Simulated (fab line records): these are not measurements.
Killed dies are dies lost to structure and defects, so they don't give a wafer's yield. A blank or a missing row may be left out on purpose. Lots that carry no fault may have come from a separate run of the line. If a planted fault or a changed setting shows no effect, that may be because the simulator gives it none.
fab line records -- flow nand_harc
record lots=5, wafers=15, last_day=32
route steps=1302 shown A_SGD_CUT@907
lots that met no fault: taken from a fault-free run of the same line
start_h: start of the lot's first displayed wafer, in hours after the record's first day -- wait_h: hours elapsed since this lot's preceding step -- " unchanged from the row above -- L1.1+2: one row covering several wafers at once -- - no value, or no start given -- * or withheld: withheld -- < > ~ a bound
route shown NAME@n: NAME is a module with steps in the file, n the number in the route of the first one -- usual: mean and standard deviation over wafers with no fault -- same: alike in all rows -- chamber/n: place in a boat -- sites: readings site by site -- _std_site: standard deviation across them -- _edge_site: mean of outer sites minus mean of inner sites -- radius_mm: how far each site lies from the wafer's centre -- mask NAME#n: copy n -- behind: the tool/chamber that last shaped the wafer -- hold: why the lot was held/for how many hours/how that ended -- device: transistor that didn't switch, given as n, p or np -- end of line: at the end of the route, the tests of the same wafers -- where a step has no rows: the recipe by itself -- killed: dies that structure and defects cost at the first sort, which is not the same as the wafer's yield -- map: a wafer's dies, x killed, . not, _ none there
set.NAME: the setting that was run; set.NAME@STEP: the one run at that earlier step -- model.NAME: the simulator's own value behind a step, which no gauge read
lots seen at some steps along the route; tables by step, rows by wafer
services: the hour from which a tool's chamber was out of use, counted from the record's first day as start_h (under 0 if before that day), plus the number of hours and why
## steps
# step NHARC_A_SGD_CUT_ETCH_15
# recipe target_depth_a=750, time_s=64.3, ch3f_flow_sccm=50, o2_flow_sccm=30, ar_flow_sccm=200, rf_w=500, bias_w=100, chemistry=CH3F/O2
# usual drypump_motor_current_A=5.7/0.37, oes_product_au=0.960/0.021, rf_vpp_V=263.7/1.9, showerhead_plenum_p_Torr=2.45/0.11, throttle_valve_pct=20.664/0.01
lot.wafer,tool,chamber,start_h,wait_h,drypump_motor_current_A,oes_product_au,rf_hours_counter_h,rf_vpp_V,showerhead_plenum_p_Torr,throttle_valve_pct
L956.2,rie_diel-10,2,-,-,5.8,0.968,1,265.9,2.50,20.654
L956.4,rie_diel-10,0,-,-,5.7,0.998,1,264.4,2.41,20.681
L956.6,rie_diel-10,1,-,-,5.3,0.984,-,267.2,2.61,20.672
L967.3,rie_diel-09,2,-,-,5.9,0.985,2,263.5,2.47,20.655
L967.1,rie_diel-09,3,-,-,5.1,0.964,2,263.1,2.38,20.678
L967.2,rie_diel-09,0,-,-,5.3,0.967,2,262.4,2.30,20.653
L973.2,rie_diel-13,2,-,-,6.1,0.920,4,262.4,2.29,20.674
L973.3,rie_diel-13,0,-,-,6.5,0.930,3,264.2,2.58,20.667
L973.5,rie_diel-13,2,-,-,6.1,0.911,-,262.8,2.29,20.673
L974.1,rie_diel-13,2,-,-,6.1,0.951,5,261.3,2.29,20.662
L974.2,rie_diel-13,3,-,-,5.5,0.987,5,265.0,2.53,20.666
L974.6,rie_diel-13,2,-,-,6.1,0.961,-,262.6,2.29,20.668
L978.2,rie_diel-13,3,-,-,5.5,0.918,7,265.5,2.53,20.648
L978.3,rie_diel-13,1,-,-,5.8,0.909,6,265.4,2.53,20.668
L978.6,rie_diel-13,0,-,-,6.5,0.922,-,264.7,2.58,20.634
# step NHARC_A_SGD_CUT_ETCH_16
# recipe target_depth_a=3105, time_s=155.2, c4f8_flow_sccm=withheld, o2_flow_sccm=8, ar_flow_sccm=withheld, rf_w=600, bias_w=800, chemistry=C4F8/O2/Ar
# usual oes_product_au=0.970/0.017, rf_vpp_V=723/4.7
lot.wafer,tool,chamber,start_h,wait_h,oes_product_au,rf_hours_counter_h,rf_vpp_V
L956.4,rie_diel-10,2,-,-,0.987,1,725
L956.2,rie_diel-10,0,-,-,0.989,1,722
L956.6,rie_diel-10,1,-,-,0.995,-,729
L967.2,rie_diel-09,3,-,-,0.969,2,719
L967.3,rie_diel-09,0,-,-,0.966,2,717
L967.1,rie_diel-09,1,-,-,0.967,2,724
L973.2,rie_diel-13,3,-,-,0.939,4,726
L973.3,rie_diel-13,0,-,-,0.929,3,727
L973.5,rie_diel-13,1,-,-,0.932,-,726
L974.2,rie_diel-13,0,-,-,0.998,4,728
L974.1,rie_diel-13,2,-,-,0.962,5,716
L974.6,rie_diel-13,1,-,-,0.964,-,726
L978.3,rie_diel-13,0,-,-,0.972,6,728
L978.2,rie_diel-13,3,-,-,0.973,7,727
L978.6,rie_diel-13,0,-,-,0.971,-,727
# step NHARC_A_SGD_CUT_STRIP_60
# recipe c4f8_flow_sccm=withheld, o2_flow_sccm=8, ar_flow_sccm=withheld, bias_w=0, chemistry=C4F8/O2/Ar
# step NHARC_A_SGD_CUT_STRIP_17
# recipe o2_flow_sccm=500, ar_flow_sccm=0, bias_w=0, chemistry=O2
# usual drypump_motor_current_A=5.7/0.37, oes_product_au=1.001/0.0095, rf_vpp_V=57.7/0.77, showerhead_plenum_p_Torr=3.52/0.15, throttle_valve_pct=17.036/0.0091
lot.wafer,tool,chamber,start_h,wait_h,drypump_motor_current_A,oes_product_au,rf_hours_counter_h,rf_vpp_V,showerhead_plenum_p_Torr,throttle_valve_pct
L956.2,rie_diel-10,1,-,-,5.3,1.012,1,57.4,3.74,17.033
L956.4,rie_diel-10,2,-,-,5.8,1.015,1,58.6,3.59,17.040
L956.6,rie_diel-10,3,-,-,5.7,1.013,-,58.4,3.29,17.025
L967.1,rie_diel-09,2,-,-,5.9,1.011,2,56.8,3.54,17.030
L967.3,rie_diel-09,3,-,-,5.1,0.999,2,57.0,3.42,17.029
L967.2,rie_diel-09,1,-,-,5.4,0.999,2,58.8,3.58,17.043
L973.2,rie_diel-13,0,-,-,6.5,1.007,3,58.8,3.69,17.041
L973.3,rie_diel-13,1,-,-,5.9,1.007,3,57.8,3.63,17.026
L973.5,rie_diel-13,3,-,-,5.6,1.001,-,58.9,3.63,17.033
L974.1,rie_diel-13,3,-,-,5.6,1.005,5,57.7,3.63,17.029
L974.2,rie_diel-13,2,-,-,6.1,0.985,5,58.3,3.30,17.033
L974.6,rie_diel-13,0,-,-,6.5,1.003,-,57.7,3.69,17.038
L978.3,rie_diel-13,2,-,-,6.1,0.994,7,56.8,3.30,17.034
L978.2,rie_diel-13,1,-,-,5.8,0.995,6,57.2,3.63,17.034
L978.6,rie_diel-13,3,-,-,5.6,1.005,-,57.9,3.62,17.041
# step NHARC_A_SGD_CUT_PRECLEAN_18
# recipe time_s=*, temp_c=50, bath_age_min=0, chemistry=SC1
# step NHARC_A_SGD_CUT_SRD_19
# step NHARC_A_SGD_CUT_DEP_20
# recipe target_thk_a=1500, temp_c=65, material=SiO2
# step NHARC_A_SGD_CUT_ANNEAL_27
# recipe temp_c=450, time_s=1800
# step NHARC_A_SGD_CUT_CMP_21
# recipe target_thk_nm=148.19
# usual motor_current_A=11.9/1, time_to_endpoint_s=50.8/2.9
lot.wafer,tool,chamber,start_h,wait_h,motor_current_A,time_to_endpoint_s
L956.2,cmp-01,2,453.81,0.4,10.9,51.6
L956.4,cmp-01,0,453.81,0.4,11.3,50.0
L956.6,cmp-01,2,453.81,0.4,10.7,50.5
L967.2,cmp-02,3,552.48,0.4,10.8,51.5
L967.3,cmp-02,1,552.48,0.4,11.6,49.0
L967.1,cmp-02,2,552.48,0.4,13.0,54.0
L973.2,cmp-01,0,608.47,0.4,11.8,54.6
L973.3,cmp-01,1,608.47,0.4,14.5,47.7
L973.5,cmp-01,3,608.47,0.4,11.2,53.4
L974.1,cmp-02,2,623.18,0.4,13.1,54.2
L974.2,cmp-02,3,623.18,0.4,10.9,52.5
L974.6,cmp-02,1,623.18,0.4,11.8,49.2
L978.3,cmp-02,2,658.98,0.4,13.4,51.0
L978.2,cmp-02,1,658.98,0.4,11.7,49.4
L978.6,cmp-02,3,658.98,0.4,11.4,48.1
# step NHARC_A_SGD_CUT_THK_MEAS_22
# recipe thk_meas_gauge=ellipsometry
# usual thk_nm=148.4/1.3
lot.wafer,tool,chamber,start_h,wait_h,thk_nm
L956.2,film_metro-01,-,454.04,0.2,149.6
L956.4,film_metro-01,-,454.04,0.2,150.0
L956.6,film_metro-01,-,454.04,0.2,149.2
L967.1,film_metro-02,-,552.74,0.2,147.5
L967.2,film_metro-02,-,552.74,0.2,146.4
L967.3,film_metro-02,-,552.74,0.2,149.1
L973.2,film_metro-02,-,608.70,0.2,149.9
L973.3,film_metro-02,-,608.70,0.2,146.9
L973.5,film_metro-02,-,608.70,0.2,150.8
L974.1,film_metro-02,-,623.39,0.2,150.3
L974.2,film_metro-02,-,623.39,0.2,148.8
L974.6,film_metro-02,-,623.39,0.2,147.9
L978.2,film_metro-02,-,659.23,0.2,147.2
L978.3,film_metro-02,-,659.23,0.2,149.8
L978.6,film_metro-02,-,659.23,0.2,149.2
# step NHARC_A_SGD_CUT_SRD_23
# step NHARC_A_SGD_CUT_ETCH_26
# recipe target_depth_a=458, chemistry=dHF, material=SiO2
# step NHARC_A_SGD_CUT_ETCHBACK_24
# recipe target_depth_a=500, over_etch_frac=0.3, time_s=92.857, ion_energy_ev=120, ch3f_flow_sccm=50, o2_flow_sccm=30, ar_flow_sccm=200, rf_w=500, bias_w=100, chemistry=CH3F/O2
# usual drypump_motor_current_A=5.6/0.36, oes_product_au=0.97/0.034, rf_vpp_V=243.9/1.7, showerhead_plenum_p_Torr=2.44/0.11, throttle_valve_pct=20.663/0.0091
lot.wafer,tool,chamber,start_h,wait_h,drypump_motor_current_A,oes_product_au,rf_hours_counter_h,rf_vpp_V,showerhead_plenum_p_Torr,throttle_valve_pct
L956.2,rie_diel-10,0,454.28,0.1,5.7,0.94,2,243.4,2.41,20.668
L956.4,rie_diel-10,1,454.28,0.1,5.3,0.93,1,246.9,2.61,20.670
L956.6,rie_diel-10,0,454.28,0.1,5.7,0.94,-,244.7,2.41,20.667
L967.3,rie_diel-09,2,552.97,0.1,5.9,0.93,2,243.2,2.47,20.664
L967.2,rie_diel-09,3,552.97,0.1,5.0,0.92,2,243.9,2.38,20.661
L967.1,rie_diel-09,0,552.97,0.1,5.3,0.81,2,242.6,2.30,20.653
L973.3,rie_diel-10,2,608.95,0.2,5.8,1.00,0,244.2,2.49,20.647
L973.2,rie_diel-10,3,608.95,0.2,5.6,1.01,0,241.9,2.28,20.655
L973.5,rie_diel-10,1,608.95,0.2,5.3,1.01,-,245.3,2.60,20.665
L974.2,rie_diel-10,2,623.63,0.2,5.8,1.00,2,244.1,2.49,20.663
L974.1,rie_diel-10,3,623.63,0.2,5.7,1.01,1,241.5,2.28,20.652
L974.6,rie_diel-10,1,623.63,0.2,5.3,1.01,-,246.3,2.60,20.644
L978.2,rie_diel-09,3,659.46,0.1,5.1,0.98,8,242.8,2.38,20.664
L978.3,rie_diel-09,0,659.46,0.1,5.3,1.00,8,240.9,2.30,20.658
L978.6,rie_diel-09,3,659.46,0.1,5.1,0.98,-,242.3,2.38,20.661
# step NHARC_A_SGD_CUT_STRIP_28
# recipe time_s=20, o2_flow_sccm=500, ar_flow_sccm=0, bias_w=0, chemistry=O2
# usual drypump_motor_current_A=5.7/0.38, oes_product_au=1.001/0.01, rf_vpp_V=57.8/0.72, showerhead_plenum_p_Torr=3.51/0.15, throttle_valve_pct=17.037/0.0091
lot.wafer,tool,chamber,start_h,wait_h,drypump_motor_current_A,oes_product_au,rf_hours_counter_h,rf_vpp_V,showerhead_plenum_p_Torr,throttle_valve_pct
L956.2,rie_diel-10,2,-,-,5.8,1.004,2,57.8,3.59,17.027
L956.4,rie_diel-10,1,-,-,5.3,1.006,1,58.3,3.74,17.025
L956.6,rie_diel-10,3,-,-,5.6,1.008,-,57.1,3.29,17.043
L967.3,rie_diel-09,2,-,-,5.9,1.005,2,58.3,3.54,17.023
L967.1,rie_diel-09,0,-,-,5.3,1.016,2,58.6,3.31,17.035
L967.2,rie_diel-09,1,-,-,5.4,0.999,2,58.4,3.58,17.029
L973.2,rie_diel-10,1,-,-,5.3,1.009,0,58.2,3.73,17.030
L973.3,rie_diel-10,2,-,-,5.8,1.003,0,58.0,3.58,17.044
L973.5,rie_diel-10,0,-,-,5.6,1.001,-,57.2,3.45,17.048
L974.2,rie_diel-10,2,-,-,5.8,1.003,2,58.7,3.58,17.042
L974.1,rie_diel-10,3,-,-,5.7,1.011,2,56.6,3.28,17.024
L974.6,rie_diel-10,0,-,-,5.7,1.001,-,56.9,3.45,17.045
L978.3,rie_diel-09,2,-,-,5.9,0.999,7,57.8,3.54,17.031
L978.2,rie_diel-09,3,-,-,5.1,0.991,8,58.2,3.42,17.027
L978.6,rie_diel-09,3,-,-,5.1,0.989,-,59.2,3.42,17.042
## services
tool,chamber,start_h,hours,kind
cmp-02,-,424.27,2.7,repair
rie_diel-13,0,424.50,-,clean
rie_diel-13,1,424.50,-,clean
rie_diel-13,2,424.50,-,clean
rie_diel-13,3,424.50,-,clean
rie_diel-10,0,428.51,-,clean
cmp-02,-,428.63,4.0,pm
rie_diel-13,3,436.24,1.7,repair
cmp-02,-,451.87,6.1,repair
cmp-01,-,457.19,2.1,repair
cmp-01,-,479.56,4.0,pm
rie_diel-09,0,479.96,2.4,repair
rie_diel-10,2,482.92,7.6,repair
rie_diel-09,1,486.51,19.7,repair
rie_diel-09,-,497.25,9.0,pm
rie_diel-13,-,519.00,9.0,pm
cmp-01,-,524.49,0.8,repair
cmp-02,-,526.63,4.0,pm
cmp-01,-,577.56,4.0,pm
rie_diel-10,-,596.51,9.0,pm
rie_diel-09,1,616.51,4.3,repair
rie_diel-09,-,622.64,4.1,repair
cmp-02,-,624.63,4.0,pm
cmp-01,-,656.76,1.3,repair
## key
first_sign step=NHARC_A_SGD_CUT_ETCHBACK_24, reading=oes_product_au, direction=down, sigmas=4.7, usual=0.97, struck=0.81
effect none on later readings
met_at NHARC_A_SGD_CUT_ETCHBACK_24
struck_wafers L967.1
later_rows_left_out L967.1
sort_left_out L967.1
tester_left_out L967
fault kind=process_parameter_drift, tool=rie_diel-09, chamber=0, onset_h=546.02, steps=NHARC_A_SGD_CUT_ETCHBACK_24, channel=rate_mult, offset=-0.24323, shape=step, end_h=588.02
# tester_left_out: of these lots the tester's yield and bins aren't shown, on N5 and GAA mostly nor the transistor test; their killed dies are dies lost to structure and defects alone, not to doping, threshold or leakage, so they don't give the yield
# sort_left_out: the simulated sort isn't trusted on such a fault, so these wafers' sort isn't shown, and their yield isn't known
# later_rows_left_out: the simulator's readings of these wafers behind a module that went badly wrong aren't trusted and aren't shown, but for the sort
